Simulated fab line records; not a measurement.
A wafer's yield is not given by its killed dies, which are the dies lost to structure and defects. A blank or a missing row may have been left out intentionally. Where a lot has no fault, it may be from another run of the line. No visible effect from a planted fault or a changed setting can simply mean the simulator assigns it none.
8D (eight disciplines) problem report, filled in by code | flow nand harc | the parts of the form that need people (team, actions taken, sign-off) are left out

1. THE PROBLEM
killed at periphery at NHARC_END_SORT_01 reads a mean of 617.3 on 3 wafers of 2 lots; wafers without a fault read 4.2 with a standard deviation of 2.7. That is +99 or more standard deviations from the usual mean.
Seen first at day 28 04:45 on prober-01, wafer L945.2. The record holds 12 wafers of 4 lots with a number at this step. By rule, "out" or "out of limits" means more than 4 standard deviations away from the usual mean. The other wafers with a number count as sound.

2. WHAT THIS IS AND IS NOT
question                    | is                                                                                                                      | is not
which readings at this step | killed at periphery, defect limited yield, killed dies, sort_bin_2_pct, sort n pass, sort rim yield pct, sort yield pct | killed at array, killed at other, killed open, killed short, sort_bin_3_pct, sort_bin_4_pct
which lots                  | L945, L947                                                                                                              | L936, L955
which wafers of those lots  | L945.2, L945.3, L947.2                                                                                                  | L945.1, L947.1, L947.6
read on which gauges        | prober-01, prober-02                                                                                                    | -
when                        | from day 28 04:45                                                                                                       | up to then (4 sound wafers); but 5 sound wafers of L947, L955 came after

3. WHAT RULES OUT EACH SUSPECT
Counting: if a tool at a process step up to the reading ran every lot that is out, it stays a suspect. Sound lots after the first of them don't rule it out here, since some wafers of a struck lot are sound.
- the gauge at NHARC_END_SORT_01: ruled out. 2 gauges (prober-01, prober-02) read the wafers that are out.
- pvd sputter-01 at NHARC_P_BONDPAD_PVD_27 (deposits Cu, target thk 30 nm, time 20.49 s): kept. It ran every lot that is out, first L945 (day 10 04:38).
Remaining after the count: pvd sputter-01 at NHARC_P_BONDPAD_PVD_27.

4. THE CAUSE (what the simulator had put in)
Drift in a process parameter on pvd sputter-01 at NHARC_P_BONDPAD_PVD_27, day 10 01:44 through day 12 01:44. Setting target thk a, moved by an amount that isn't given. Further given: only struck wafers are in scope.
After counting, this tool was the only one left.

5. SEQUENCE OF EFFECTS, ordered by route
Each row: a reading where the mean over the struck wafers with a number is more than 3 standard deviations away from the usual. Only readings whose record carries a usual standard deviation are examined. hours: median over the lots of the time between each lot's start at the first step of this table that gives one and its start at this step. sigmas: the change, counted in usual standard deviations.
hours | step              | reading              | usual  | on struck wafers | change | sigmas
0     | NHARC_END_SORT_01 | defect limited yield | 91.4 % | 0.0              | -91.4  | -34
0     | NHARC_END_SORT_01 | killed at periphery  | 4.2    | 617.3            | +613.1 | +99 or more
0     | NHARC_END_SORT_01 | killed dies          | 58     | 677              | +619   | +34
0     | NHARC_END_SORT_01 | sort_bin_2_pct       | 3.0 %  | 94.0             | +91.0  | +76
0     | NHARC_END_SORT_01 | sort n pass          | 619    | 0                | -619   | -34
0     | NHARC_END_SORT_01 | sort rim yield pct   | 90 %   | 0                | -90    | -22
0     | NHARC_END_SORT_01 | sort yield pct       | 91.4 % | 0.0              | -91.4  | -34

6. WHAT WOULD HAVE CAUGHT IT SOONER
The first out-of-limits reading at a measuring or inspecting step in this record came at day 28 04:45, 435 hours after the fault's start at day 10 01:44.
An alarm limit of 4 standard deviations would not have fired on the tool readings at NHARC_P_BONDPAD_PVD_27 for which the record gives a usual standard deviation, since none of them was out on any struck wafer.
Each of the lots that are out, 2 in all, had begun NHARC_P_BONDPAD_PVD_27 on pvd sputter-01 no later than day 28 04:45. Holding the tool at that point would not have protected any of them.
